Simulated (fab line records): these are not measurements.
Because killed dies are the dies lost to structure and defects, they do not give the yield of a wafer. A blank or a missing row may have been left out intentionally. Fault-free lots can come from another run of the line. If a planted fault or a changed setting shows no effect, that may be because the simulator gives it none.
Which tool was responsible? :: flow n5_finfet :: 38 wafers from 14 lots sampled at 3 of the route's 1938 steps

WHAT THE GAUGES SHOWED, per wafer
N5_PASSIVATION_CD_MEAS_44: the cd target is 40000 nm. Usual: cd_nm at 40002 nm, with a standard deviation of 3.2.
lot: L188
measured: day 13 15:27
on: cd_sem-02
cd_nm (nm): 39998 39999 39998
flag: 

lot: L189
measured: day 14 10:36
on: cd_sem-01
cd_nm (nm): 40006 40011 40010
flag: 

lot: L190
measured: day 14 10:25
on: cd_sem-03
cd_nm (nm): 40003 40002 40006
flag: 

lot: L192
measured: day 14 14:52
on: cd_sem-03
cd_nm (nm): 39999 40003 40002
flag: 

lot: L193
measured: day 15 07:53
on: cd_sem-03
cd_nm (nm): 40003 40003 40009
flag: 

lot: L195
measured: day 14 20:02
on: cd_sem-02
cd_nm (nm): 40002 40006 39997
flag: 

lot: L194
measured: day 15 13:29
on: cd_sem-03
cd_nm (nm): 40006 40004 40003
flag: 

lot: L196
measured: day 15 17:53
on: cd_sem-02
cd_nm (nm): 40002 40000 40003
flag: 

lot: L198
measured: day 15 19:11
on: cd_sem-03
cd_nm (nm): 40005 39999 39999
flag: 

lot: L199
measured: day 16 11:30
on: cd_sem-02
cd_nm (nm): 39999 40001 40003
flag: 

lot: L203
measured: day 17 08:36
on: cd_sem-03
cd_nm (nm): 39994
flag: 

lot: L204
measured: day 17 09:25
on: cd_sem-03
cd_nm (nm): 40000
flag: 

lot: L206
measured: day 19 03:16
on: cd_sem-02
cd_nm (nm): 40004 40007 39999
flag: 

lot: L207
measured: day 19 02:13
on: cd_sem-03
cd_nm (nm): 40002 40003 40004
flag: 

WHAT TOOL EACH LOT RAN ON (gives the tool, then ch and the chambers of the sampled wafers, and finally the start)
lot: L188
N5_BEOL_M0_SAQP_SPACER1_ALD_98: ald_sin-04 ch 0,1,2, day 6 13:55
N5_PASSIVATION_PRE_CLEAN_19: pvd_sputter-03, day 13 12:58

lot: L189
N5_BEOL_M0_SAQP_SPACER1_ALD_98: ald_sin-03 ch 0,1,2, day 6 20:46
N5_PASSIVATION_PRE_CLEAN_19: pvd_sputter-02, day 14 08:01

lot: L190
N5_BEOL_M0_SAQP_SPACER1_ALD_98: ald_sin-03 ch 1,2, day 7 00:08
N5_PASSIVATION_PRE_CLEAN_19: pvd_sputter-02, day 14 07:35

lot: L192
N5_BEOL_M0_SAQP_SPACER1_ALD_98: ald_sin-04 ch 0,1,3, day 7 11:19
N5_PASSIVATION_PRE_CLEAN_19: pvd_sputter-02, day 14 12:12

lot: L193
N5_BEOL_M0_SAQP_SPACER1_ALD_98: ald_sin-01 ch 0,1,3, day 7 19:50
N5_PASSIVATION_PRE_CLEAN_19: pvd_sputter-02, day 15 05:31

lot: L195
N5_BEOL_M0_SAQP_SPACER1_ALD_98: ald_sin-01 ch 0,2,3, day 8 06:53
N5_PASSIVATION_PRE_CLEAN_19: pvd_sputter-01, day 14 17:26

lot: L194
N5_BEOL_M0_SAQP_SPACER1_ALD_98: ald_sin-03 ch 0,1,3, day 8 07:14
N5_PASSIVATION_PRE_CLEAN_19: pvd_sputter-01, day 15 10:59

lot: L196
N5_BEOL_M0_SAQP_SPACER1_ALD_98: ald_sin-03 ch 1,2, day 8 13:08
N5_PASSIVATION_PRE_CLEAN_19: pvd_sputter-03, day 15 15:25

lot: L198
N5_BEOL_M0_SAQP_SPACER1_ALD_98: ald_sin-01 ch 0,2, day 9 00:44
N5_PASSIVATION_PRE_CLEAN_19: pvd_sputter-01, day 15 16:44

lot: L199
N5_BEOL_M0_SAQP_SPACER1_ALD_98: ald_sin-03 ch 0,1,3, day 9 06:14
N5_PASSIVATION_PRE_CLEAN_19: pvd_sputter-01, day 16 09:02

lot: L203
N5_BEOL_M0_SAQP_SPACER1_ALD_98: ald_sin-01 ch 2, day 10 05:39
N5_PASSIVATION_PRE_CLEAN_19: pvd_sputter-01, day 17 05:58

lot: L204
N5_BEOL_M0_SAQP_SPACER1_ALD_98: ald_sin-01 ch 2, day 10 20:17
N5_PASSIVATION_PRE_CLEAN_19: pvd_sputter-01, day 17 06:49

lot: L206
N5_BEOL_M0_SAQP_SPACER1_ALD_98: ald_sin-03 ch 0,1,2, day 11 03:19
N5_PASSIVATION_PRE_CLEAN_19: pvd_sputter-02, day 19 00:10

lot: L207
N5_BEOL_M0_SAQP_SPACER1_ALD_98: ald_sin-04 ch 0,2, day 11 07:46
N5_PASSIVATION_PRE_CLEAN_19: pvd_sputter-01, day 18 23:29
- N5_BEOL_M0_SAQP_SPACER1_ALD_98: deposits SiO2, target thk 12.8 nm, pulse time 1 s, purge time 2 s.
- N5_PASSIVATION_PRE_CLEAN_19

WHAT THE TOOLS THEMSELVES READ (means of the sampled wafers that have a number; where no wafer has one, the mark that the record gives instead)
N5_BEOL_M0_SAQP_SPACER1_ALD_98. Usual: heater_power_outer_w 284 W, standard deviation 21; heater_power_w 498 W, standard deviation 38; precursor_pulse_height_rel 0.999, standard deviation 0.019.
lot: L188
tool: ald_sin-04
heater_power_outer_w (W): 270
heater_power_w (W): 483
precursor_pulse_height_rel: 1.002
flag: 

lot: L189
tool: ald_sin-03
heater_power_outer_w (W): 292
heater_power_w (W): 488
precursor_pulse_height_rel: 1.000
flag: 

lot: L190
tool: ald_sin-03
heater_power_outer_w (W): 289
heater_power_w (W): 474
precursor_pulse_height_rel: 0.999
flag: 

lot: L192
tool: ald_sin-04
heater_power_outer_w (W): 261
heater_power_w (W): 480
precursor_pulse_height_rel: 1.001
flag: 

lot: L193
tool: ald_sin-01
heater_power_outer_w (W): 283
heater_power_w (W): 487
precursor_pulse_height_rel: 0.997
flag: 

lot: L195
tool: ald_sin-01
heater_power_outer_w (W): 297
heater_power_w (W): 507
precursor_pulse_height_rel: 1.017
flag: 

lot: L194
tool: ald_sin-03
heater_power_outer_w (W): 287
heater_power_w (W): 508
precursor_pulse_height_rel: 1.007
flag: 

lot: L196
tool: ald_sin-03
heater_power_outer_w (W): 293
heater_power_w (W): 479
precursor_pulse_height_rel: 1.016
flag: 

lot: L198
tool: ald_sin-01
heater_power_outer_w (W): 302
heater_power_w (W): 494
precursor_pulse_height_rel: 0.995
flag: 

lot: L199
tool: ald_sin-03
heater_power_outer_w (W): 285
heater_power_w (W): 509
precursor_pulse_height_rel: 1.011
flag: 

lot: L203
tool: ald_sin-01
heater_power_outer_w (W): 312
heater_power_w (W): 478
precursor_pulse_height_rel: 0.979
flag: 

lot: L204
tool: ald_sin-01
heater_power_outer_w (W): 306
heater_power_w (W): 497
precursor_pulse_height_rel: 1.025
flag: 

lot: L206
tool: ald_sin-03
heater_power_outer_w (W): 296
heater_power_w (W): 490
precursor_pulse_height_rel: 1.005
flag: 

lot: L207
tool: ald_sin-04
heater_power_outer_w (W): 281
heater_power_w (W): 519
precursor_pulse_height_rel: 0.984
flag: 

N5_PASSIVATION_PRE_CLEAN_19. Usual: heater_power_w at 475 W, with a standard deviation of 42.
lot: L188
tool: pvd_sputter-03
heater_power_w (W): 490
flag: 

lot: L189
tool: pvd_sputter-02
heater_power_w (W): 469
flag: 

lot: L190
tool: pvd_sputter-02
heater_power_w (W): 504
flag: 

lot: L192
tool: pvd_sputter-02
heater_power_w (W): 513
flag: 

lot: L193
tool: pvd_sputter-02
heater_power_w (W): 492
flag: 

lot: L195
tool: pvd_sputter-01
heater_power_w (W): 470
flag: 

lot: L194
tool: pvd_sputter-01
heater_power_w (W): 456
flag: 

lot: L196
tool: pvd_sputter-03
heater_power_w (W): 457
flag: 

lot: L198
tool: pvd_sputter-01
heater_power_w (W): 505
flag: 

lot: L199
tool: pvd_sputter-01
heater_power_w (W): 456
flag: 

lot: L203
tool: pvd_sputter-01
heater_power_w (W): 504
flag: 

lot: L204
tool: pvd_sputter-01
heater_power_w (W): 495
flag: 

lot: L206
tool: pvd_sputter-02
heater_power_w (W): 537
flag: 

lot: L207
tool: pvd_sputter-01
heater_power_w (W): 485
flag: 

THE ANSWER, worked out from the rows above alone
Rule: a lot counts as off when the mean over its wafers that have a number is more than 3 standard deviations away from the usual mean. Also off: a lot with no number at a reading for which 4 or more lots have one. The other lots that the step has rows for count as sound. Order of review: gauges by route order, followed by the tools' own readings, for which a lot's mean as printed above is used. The first step at which some lot is off is used, and at that step the reading that is off furthest; a lot without a number counts as furthest.
Across all readings shown, no lot is off: no conclusion can be drawn from this.

WHAT THE SIMULATOR HAD PUT IN
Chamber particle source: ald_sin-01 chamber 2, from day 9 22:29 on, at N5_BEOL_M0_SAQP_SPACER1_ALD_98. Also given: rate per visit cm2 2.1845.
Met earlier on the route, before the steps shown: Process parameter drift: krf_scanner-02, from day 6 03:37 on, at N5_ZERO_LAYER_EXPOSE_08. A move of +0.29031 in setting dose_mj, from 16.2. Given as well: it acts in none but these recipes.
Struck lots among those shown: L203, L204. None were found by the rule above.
